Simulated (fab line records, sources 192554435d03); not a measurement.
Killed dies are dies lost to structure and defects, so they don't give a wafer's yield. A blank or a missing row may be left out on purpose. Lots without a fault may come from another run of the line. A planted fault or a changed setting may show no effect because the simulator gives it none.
fab line records | flow n5_finfet
record lots=10 wafers=26 last_day=17
route steps=1938 shown FIN_CUT@169 BEOL_M4@1111 MIM_TOP_LITHO@1849 MIM_TOP_ETCH@1851 PAD_METAL@1895 PASSIVATION@1936
lots that met no fault: from a run of the same line without faults
start_h: hours from the record's first day to the start of the lot's first wafer shown | wait_h: hours since the lot's step before | " the same as in the row above | L1.1+2: a row that stands for several wafers | - no value, or no start given | * or withheld: withheld | < > ~ a bound
route shown NAME@n: a module of which the file shows steps, and the number in the route of the first | usual: mean/standard deviation of fault-free wafers | same: alike in all rows | chamber/n: place in a boat | sites: the reading at each site | _std_site: their standard deviation | _edge_site: outer sites' mean less inner sites' | radius_mm: how far each site lies from the wafer's centre | mask NAME#n: copy n | behind: the tool/chamber that last shaped the wafer | hold: why the lot was held/for how many hours/how that ended | device: the transistor (n, p or np) that didn't switch | end of line: the same wafers' tests at the end of the route | a step without rows: its recipe alone | killed: dies lost to structure and defects at the first sort, not the wafer's yield | map: a wafer's dies, x killed, . not, _ none there
set.NAME: the setting as run; set.NAME@STEP: as run at that earlier step | model.NAME: the simulator's own value behind a step, which no gauge read
steps of the route over a sample of lots; a table a step, a row a wafer
services: from which hour (start_h, from the record's first day; less than 0 if before it) a tool's chamber was out of use, for how many hours, and why
## steps
# step N5_FIN_CUT_ETCH_21
# recipe chemistry=N2/H2 target=SOC target_depth_a=2190 overetch_a=438 mask_material=SiARC temp_c=40 ion_energy_ev=100 bias_w=61 time_s=523.5 pressure_mtorr=30 source_w=850 n2_flow_sccm=200 h2_flow_sccm=200
# usual bias_w=60.98/0.18 drypump_motor_current_A=6.0/0.55 n2_flow_sccm=200.0/0.53 oes_product_au=0.73/0.073 rf_fwd_power_W=848.7/2.6 rf_vpp_V=240.5/1.3 showerhead_plenum_p_Torr=2.53/0.077 temp_c=40.00/0.13 throttle_valve_pct=17.73/0.29
# columns lot.wafer tool chamber start_h wait_h bias_w drypump_motor_current_A n2_flow_sccm oes_product_au rf_fwd_power_W rf_hours_counter_h rf_vpp_V showerhead_plenum_p_Torr temp_c throttle_valve_pct
L598.2 rie_diel-04 0 32.75 0.0 61.06 6.1 199.5 0.71 852.2 135 241.8 2.67 39.95 17.99
L598.5 " 3 " " 60.85 6.6 200.0 0.78 842.5 - 239.8 2.46 40.11 17.43
L598.6 " 2 " " 60.75 5.7 200.0 0.72 845.9 - 239.1 2.46 39.77 17.57
L599.3 rie_diel-04 0 40.00 0.0 61.12 6.1 200.2 0.71 851.4 138 242.2 2.67 39.86 18.01
L599.4 " 3 " " 61.05 6.7 199.2 0.78 852.6 87 239.7 2.45 40.05 17.46
L600.2 rie_diel-02 0 46.13 0.0 61.28 5.5 198.9 0.66 852.9 204 241.7 2.65 39.88 18.24
L600.4 " 3 " " 61.27 6.0 199.5 0.69 848.4 135 240.3 2.53 39.84 18.01
L600.6 " 3 " " 61.29 6.0 199.6 0.70 847.1 - 241.5 2.53 39.80 18.00
L601.4 rie_diel-01 2 52.40 0.2 60.89 6.8 200.8 0.75 850.7 - 238.5 2.49 39.89 17.52
L601.5 " 1 " " 61.01 6.4 199.6 0.91 849.5 - 241.4 2.59 40.03 17.73
L601.6 " 3 " " 60.81 6.3 200.3 0.71 845.5 - 241.5 2.52 40.09 17.26
L603.2 rie_diel-04 0 62.81 0.0 60.69 6.1 200.4 0.70 851.7 145 242.6 2.66 39.69 18.01
L603.3 " 2 " " 61.13 5.7 200.6 0.71 849.6 130 240.4 2.45 40.04 17.60
L603.6 " 2 " " 60.86 5.7 199.9 0.71 853.1 - 238.8 2.45 39.96 17.59
L609.2 rie_diel-02 1 107.04 0.0 60.76 5.4 200.1 0.71 847.4 141 239.3 2.55 39.97 17.73
L609.4 " 3 " " 61.17 6.0 199.6 0.68 851.5 - 240.5 2.53 40.28 18.04
L609.5 " 1 " " 60.93 5.4 200.2 0.71 850.1 - 239.4 2.55 39.91 17.73
L611.4 rie_diel-02 3 115.00 0.2 61.18 6.0 199.9 0.68 847.7 - 240.9 2.53 39.95 18.05
L611.5 " 1 " " 60.99 5.3 199.0 0.71 848.4 - 240.6 2.55 40.07 17.72
L615.2 rie_diel-01 2 136.29 0.0 61.14 6.8 199.9 0.72 845.2 112 239.2 2.48 39.96 17.56
L615.4 " 3 " " 61.04 6.3 200.5 0.70 849.3 166 240.1 2.51 40.32 17.30
L615.5 " 2 " " 60.90 6.8 200.0 0.72 845.3 - 240.2 2.48 40.04 17.58
L616.2 rie_diel-04 2 140.89 0.0 60.79 5.7 200.5 0.70 848.5 155 238.3 2.44 39.97 17.64
L616.3 " 3 " " 60.99 6.6 199.8 0.75 847.7 120 240.6 2.44 39.92 17.49
L620.4 rie_diel-01 2 165.77 0.2 60.75 6.8 200.3 0.72 847.4 - 239.3 2.47 39.76 17.59
L620.6 " 0 " " 61.04 5.1 200.3 0.81 843.3 - 239.6 2.48 39.88 17.51
# step N5_BEOL_M4_RC_MEAS_101
# usual DIBL_N=36.9/2.1 DIBL_P=37.1/2.5 IOFF_N=0.17/0.039 IOFF_P=0.23/0.043 ION_N=673/15 ION_P=462/9.1 SS_N=71.8/0.69 SS_P=73.6/0.74 VT_N=250/3.6 VT_P=-249.7/2.9
# columns lot.wafer tool chamber start_h wait_h DIBL_N[mV/V] DIBL_P[mV/V] IOFF_N[nA/um] IOFF_P[nA/um] ION_N[uA/um] ION_P[uA/um] SS_N[mV/dec] SS_P[mV/dec] VT_N[mV] VT_P[mV]
L598.2 prober-02 0 177.83 0.2 35.1 37.0 0.16 0.24 691 474 71.2 74.0 251 -247.6
L598.5 " 0 " " 36.0 36.9 0.15 0.23 666 459 71.7 73.6 253 -248.0
L598.6 " 0 " " 34.3 35.4 0.14 0.20 674 464 71.2 73.3 249 -248.0
L600.2 prober-01 0 180.79 0.2 33.5 33.0 0.12 0.17 677 465 70.8 72.1 254 -252.8
L600.4 " 0 " " 35.6 35.0 0.15 0.19 665 453 71.1 72.9 249 -252.3
L600.6 " 0 " " 35.8 35.6 0.14 0.19 667 452 70.7 73.2 251 -250.6
L599.3 prober-02 0 181.22 0.3 40.9 43.9 0.29 0.35 703 476 72.5 75.0 241 -245.6
L599.4 " 0 " " 39.4 41.2 0.23 0.29 682 461 72.1 74.2 245 -245.4
L601.4 prober-02 0 197.94 0.5 35.4 35.1 0.14 0.20 662 456 71.9 74.4 255 -251.6
L601.5 " 0 " " 34.6 34.5 0.14 0.19 659 451 72.0 73.8 254 -250.6
L601.6 " 0 " " 37.6 37.6 0.18 0.22 683 469 72.3 74.3 251 -250.2
L603.2 prober-01 0 198.34 0.2 35.2 34.9 0.13 0.19 657 453 71.6 72.6 254 -252.9
L603.3 " 0 " " 38.6 38.4 0.20 0.26 673 462 71.9 73.9 250 -246.8
L603.6 " 0 " " 39.4 39.8 0.21 0.27 680 467 71.9 73.5 245 -245.6
L609.2 prober-02 0 242.45 0.2 36.2 36.8 0.17 0.22 659 451 72.7 72.9 252 -249.3
L609.4 " 0 " " 37.6 40.2 0.22 0.29 682 468 72.4 73.5 249 -247.1
L609.5 " 0 " " 35.9 36.7 0.16 0.21 663 455 72.2 73.3 254 -252.4
L611.4 prober-01 0 257.96 0.5 38.0 37.7 0.16 0.23 663 456 71.7 73.1 253 -248.8
L611.5 " 0 " " 36.4 35.8 0.13 0.19 664 461 70.7 73.1 257 -252.7
L615.2 prober-01 0 279.56 0.2 34.4 34.4 0.12 0.16 665 450 71.6 73.0 254 -251.9
L615.4 " 0 " " 37.2 37.1 0.17 0.19 671 457 71.5 73.6 249 -252.1
L615.5 " 0 " " 38.1 38.7 0.19 0.22 687 462 71.6 73.9 246 -250.4
L616.2 prober-01 0 284.13 0.2 40.9 43.4 0.28 0.34 707 486 74.2 75.1 243 -244.5
L616.3 " 0 " " 39.5 40.8 0.22 0.28 682 456 73.1 75.3 244 -247.6
L620.4 prober-01 0 302.64 0.5 34.0 35.0 0.15 0.20 686 473 71.6 73.2 247 -249.2
L620.6 " 0 " " 39.7 42.6 0.27 0.35 712 485 73.2 75.6 242 -245.4
# step N5_MIM_TOP_LITHO_INSPECT_12
# recipe mode=adi inspect_instrument=macro
# usual raw_defect_count=2.0/1.4
# columns lot.wafer tool chamber start_h wait_h raw_defect_count
L598.2 defect_inspect-02 - 265.19 0.0 2
L598.5 " - " " 1
L598.6 " - " " 0
L600.2 defect_inspect-02 - 268.29 0.0 2
L600.4 " - " " 2
L600.6 " - " " 3
L599.3 defect_inspect-01 - 271.31 0.0 1
L599.4 " - " " 3
L601.4 defect_inspect-02 - 291.11 0.0 1
L601.5 " - " " 2
L601.6 " - " " 3
L603.2 defect_inspect-02 - 293.44 0.0 2
L603.3 " - " " 4
L603.6 " - " " 1
L609.2 defect_inspect-01 - 331.22 0.0 1
L609.4 " - " " 4
L609.5 " - " " 0
L611.4 defect_inspect-01 - 347.66 0.0 3
L611.5 " - " " 4
L615.2 defect_inspect-02 - 363.04 0.0 0
L615.4 " - " " 1
L615.5 " - " " 3
L616.2 defect_inspect-01 - 378.82 0.0 5
L616.3 " - " " 0
L620.4 defect_inspect-01 - 397.88 0.0 3
L620.6 " - " " 1
# step N5_MIM_TOP_ETCH_ETCH_00
# recipe chemistry=Cl2/BCl3 target=TiN target_depth_a=385 ion_energy_ev=150 pressure_mtorr=10 icp_w=1000 bias_w=126 Cl2_flow_sccm=53.25 bcl3_flow_sccm=21.75 Ar_flow_sccm=25
# usual bcl3_flow_sccm=21.75/0.063 bias_w=126.0/0.37 drypump_motor_current_A=5.82/0.23 mfc_ar_sccm=24.99/0.076 oes_product_au=0.77/0.045 rf_fwd_power_W=995.1/3 throttle_valve_pct=22.8/0.36
# columns lot.wafer tool chamber start_h wait_h bcl3_flow_sccm bias_w drypump_motor_current_A mfc_ar_sccm oes_product_au rf_fwd_power_W rf_hours_counter_h throttle_valve_pct
L598.2 rie_metal-03 1 265.31 0.1 21.68 125.7 5.84 24.95 0.79 994.6 43 22.9
L598.5 " 1 " " 21.74 126.0 5.84 24.97 0.80 993.3 - 22.9
L598.6 " 0 " " 21.77 125.7 5.78 24.89 0.77 995.1 - 22.6
L600.2 rie_metal-02 0 268.41 0.1 21.68 125.5 5.98 25.18 0.85 993.7 16 22.5
L600.4 " 0 " " 21.69 125.1 6.00 25.03 0.84 993.3 - 22.5
L600.6 " 0 " " 21.80 125.9 6.03 25.09 0.85 993.0 - 22.5
L599.3 rie_metal-03 1 271.76 0.1 21.79 126.0 5.82 24.94 0.79 991.4 - 22.9
L599.4 " 0 " " 21.72 126.3 5.81 24.93 0.77 995.8 - 22.6
L601.4 rie_metal-02 1 291.27 0.1 21.77 126.0 5.89 24.91 0.82 995.0 - 23.4
L601.5 " 1 " " 21.75 125.9 5.84 25.04 0.82 990.2 - 23.4
L601.6 " 0 " " 21.67 125.4 6.01 24.93 0.83 991.5 - 22.5
L603.2 rie_metal-02 1 293.72 0.1 21.85 125.4 5.86 24.90 0.82 995.8 41 23.4
L603.3 " 1 " " 21.75 125.7 5.88 24.99 0.81 998.2 - 23.4
L603.6 " 0 " " 21.67 126.3 6.03 24.78 0.84 991.3 - 22.5
L609.2 rie_metal-01 0 331.34 0.1 21.82 126.4 5.96 25.12 0.73 993.0 50 22.3
L609.4 " 1 " " 21.77 126.0 5.24 25.00 0.70 996.3 - 22.8
L609.5 " 1 " " 21.75 126.0 5.22 24.92 0.71 996.7 - 22.8
L611.4 rie_metal-02 0 347.82 0.1 21.77 125.5 6.01 24.99 0.81 993.0 - 22.5
L611.5 " 1 " " 21.74 126.3 5.86 24.89 0.81 996.2 - 23.4
L615.2 rie_metal-03 1 363.17 0.1 21.85 126.0 5.83 25.08 0.75 995.0 56 22.9
L615.4 " 0 " " 21.77 126.1 5.81 25.00 0.76 998.9 - 22.6
L615.5 " 0 " " 21.82 126.1 5.79 24.94 0.76 998.0 - 22.6
L616.2 rie_metal-03 1 378.94 0.1 21.80 125.8 5.82 24.97 0.76 997.0 57 22.9
L616.3 " 0 " " 21.70 126.4 5.79 25.12 0.76 995.5 - 22.6
L620.4 rie_metal-02 0 398.21 0.1 21.75 126.4 5.99 25.00 0.79 992.5 - 22.5
L620.6 " 0 " " 21.78 126.0 5.98 24.91 0.79 989.7 - 22.5
# step N5_PASSIVATION_SPUTTER_20
# recipe material=TaN target_thk_a=500 temp_c=25 chamber_pressure_pa=0.4
# usual throttle_valve_pct=29.6/0.9
# columns lot.wafer tool chamber start_h wait_h throttle_valve_pct
L598.2 pvd_sputter-03 - 268.42 0.0 30.4
L598.5 " - " " 30.2
L598.6 " - " " 29.6
L600.2 pvd_sputter-03 - 273.56 0.0 29.0
L600.4 " - " " 29.7
L600.6 " - " " 29.1
L599.3 pvd_sputter-02 - 277.70 0.0 30.5
L599.4 " - " " 29.0
L601.4 pvd_sputter-03 - 295.50 0.0 30.6
L601.5 " - " " 29.9
L601.6 " - " " 30.4
L603.2 pvd_sputter-03 - 297.43 0.0 30.2
L603.3 " - " " 29.0
L603.6 " - " " 30.6
L609.2 pvd_sputter-01 - 335.39 0.0 29.7
L609.4 " - " " 29.5
L609.5 " - " " 27.5
L611.4 pvd_sputter-03 - 352.94 0.0 30.6
L611.5 " - " " 30.4
L615.2 pvd_sputter-02 - 367.75 0.0 30.9
L615.4 " - " " 29.5
L615.5 " - " " 30.4
L616.2 pvd_sputter-01 - 384.13 0.0 27.5
L616.3 " - " " 30.0
L620.4 pvd_sputter-03 - 402.88 0.0 29.9
L620.6 " - " " 29.6
# step N5_PASSIVATION_PROBE_49
# usual defect_limited_yield=91.3/1.4 killed_at_M0_to_M3=32/9.5 killed_at_M4_up=14/5.2 killed_at_contacts=13/5.7 killed_at_front_end=41/12 killed_at_other=3.5/2.6 killed_dies=103/17 killed_open=68/14 killed_short=32/7 sort_bin_4_leakage=0.01/0.051 sort_bin_5_function=5.0/0.91 sort_bin_6_memory=3.3/0.7 sort_bin_8_speed=0.03/0.22 sort_n_pass=1076/17 sort_yield_pct=91.2/1.4
# same gross_dies=1180 killed_at_back_side=0
# columns lot.wafer tool chamber start_h wait_h defect_limited_yield[%] killed_at_M0_to_M3 killed_at_M4_up killed_at_contacts killed_at_front_end killed_at_other killed_dies killed_open killed_short sort_bin_4_leakage[%] sort_bin_5_function[%] sort_bin_6_memory[%] sort_bin_8_speed[%] sort_n_pass sort_yield_pct[%]
L609.2 prober-01 - 341.73 0.1 87.5 46 13 12 76 1 148 81 55 0 7.0 4.4 0 1032 87.5
L609.4 prober-01 - 341.83 0.2 87.7 58 26 11 48 2 145 103 41 0 7.5 4.3 0 1035 87.7
L609.5 prober-01 - 341.88 0.2 85.9 41 9 14 101 1 166 87 30 0 6.0 3.5 0 1014 85.9
L611.4 prober-02 - 359.39 0.2 89.2 40 13 21 48 6 128 78 41 0 5.3 4.5 0 1052 89.2
L611.5 prober-02 - 359.44 0.2 83.6 40 11 21 115 7 194 84 54 0 6.2 5.0 0 986 83.6
# killed by level:class
L609.2 FIN_SAQP:geometric_particle:open=24 BEOL_M1:geometric_particle:open=16 HKMG_FIN:area_etch=12 FIN_SAQP:geometric_particle:short=10 STI_FIN_REVEAL:geometric_particle:open=8 BEOL_M1:geometric_particle:short=8 MOL_CONTACT_COAG:geometric_particle:open=7 GATE_CUT:geometric_particle:short=7
L609.4 BEOL_M1:geometric_particle:open=14 FIN_SAQP:geometric_particle:open=13 MOL_CONTACT_COAG:geometric_particle:open=11 BEOL_M0_SAQP:geometric_particle:open=10 BEOL_M3:geometric_particle:open=10 GATE_CUT:geometric_particle:short=9 BEOL_M0:geometric_particle:open=7 BEOL_M5:geometric_particle:open=6
L609.5 FIN_CUT:area_etch=48 BEOL_M1:geometric_particle:open=20 FIN_SAQP:geometric_particle:open=12 MOL_CONTACT_COAG:geometric_particle:open=12 STI_FIN_REVEAL:geometric_particle:open=11 GATE_CUT:geometric_particle:short=11 GATE_CUT:geometric_particle:open=11 BEOL_M0:geometric_particle:open=6
L611.4 MOL_CONTACT_COAG:geometric_particle:open=20 BEOL_M0_SAQP:geometric_particle:short=17 FIN_SAQP:geometric_particle:open=9 HKMG_FIN:area_etch=9 GATE_CUT:geometric_particle:open=8 BEOL_M0_SAQP:geometric_particle:open=7 BEOL_M0:geometric_particle:open=7 BEOL_M4:geometric_particle:open=7
L611.5 FIN_CUT:area_etch=53 MOL_CONTACT_COAG:geometric_particle:open=14 FIN_SAQP:geometric_particle:open=13 FIN_SAQP:geometric_particle:short=12 BEOL_M0_SAQP:geometric_particle:short=10 BEOL_M0_SAQP:geometric_particle:open=10 GATE_CUT:geometric_particle:short=8 BEOL_M2:geometric_particle:open=8
## services
# columns tool chamber start_h hours kind
rie_diel-02 1 29.51 5.5 repair
rie_diel-01 3 31.66 14.4 repair
rie_diel-01 - 38.35 2.0 repair
rie_metal-02 - 44.87 28.1 pm
rie_diel-02 3 63.87 10.9 repair
rie_metal-02 - 72.97 1.4 pm
rie_diel-02 3 75.88 2.6 repair
rie_diel-04 2 114.20 1.9 repair
rie_metal-03 0 130.79 8.0 repair
rie_diel-04 - 131.63 0.8 repair
rie_diel-04 0 132.51 11.9 repair
rie_diel-02 1 156.55 15.9 repair
rie_metal-03 - 160.87 28.1 pm
rie_diel-01 3 165.35 3.0 repair
rie_diel-01 2 220.07 16.1 repair
rie_diel-02 0 264.59 16.2 repair
rie_diel-02 - 271.50 14.6 pm
rie_diel-04 1 310.45 4.1 repair
rie_metal-03 0 323.04 36.5 repair
pvd_sputter-03 - 332.51 3.0 repair
rie_metal-02 - 355.62 2.8 pm
rie_diel-04 0 360.64 2.0 repair
rie_diel-04 - 377.92 2.8 pm
pvd_sputter-03 - 385.71 1.1 repair
## key
first_sign step=N5_PASSIVATION_PROBE_49 reading=killed_at_front_end direction=up sigmas=5.6 usual=41 struck=108
effect step=N5_PASSIVATION_PROBE_49 reading=killed_dies direction=up sigmas=4.6 usual=103 struck=180
more_kills_born_at N5_FIN_CUT_ETCH_21@rie_diel-02=101
met_at N5_FIN_CUT_ETCH_21
struck_lots L609,L611
struck_wafers L609.5,L611.5
baseline_loss step=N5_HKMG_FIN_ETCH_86 wafers=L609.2
not_acting_at N5_MIM_TOP_LITHO_INSPECT_12,N5_MIM_TOP_ETCH_ETCH_00,N5_PASSIVATION_SPUTTER_20
onset_between 46.13 107.04
fault kind=process_parameter_drift tool=rie_diel-02 chamber=- onset_h=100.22 steps=N5_FIN_CUT_ETCH_21 channel=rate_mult offset=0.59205 shape=step end_h=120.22 scope=struck_wafers_only
# baseline_loss: these wafers lose ten dies or more at that step, a loss of the line's own and not of a fault; the sort's usual values leave them out
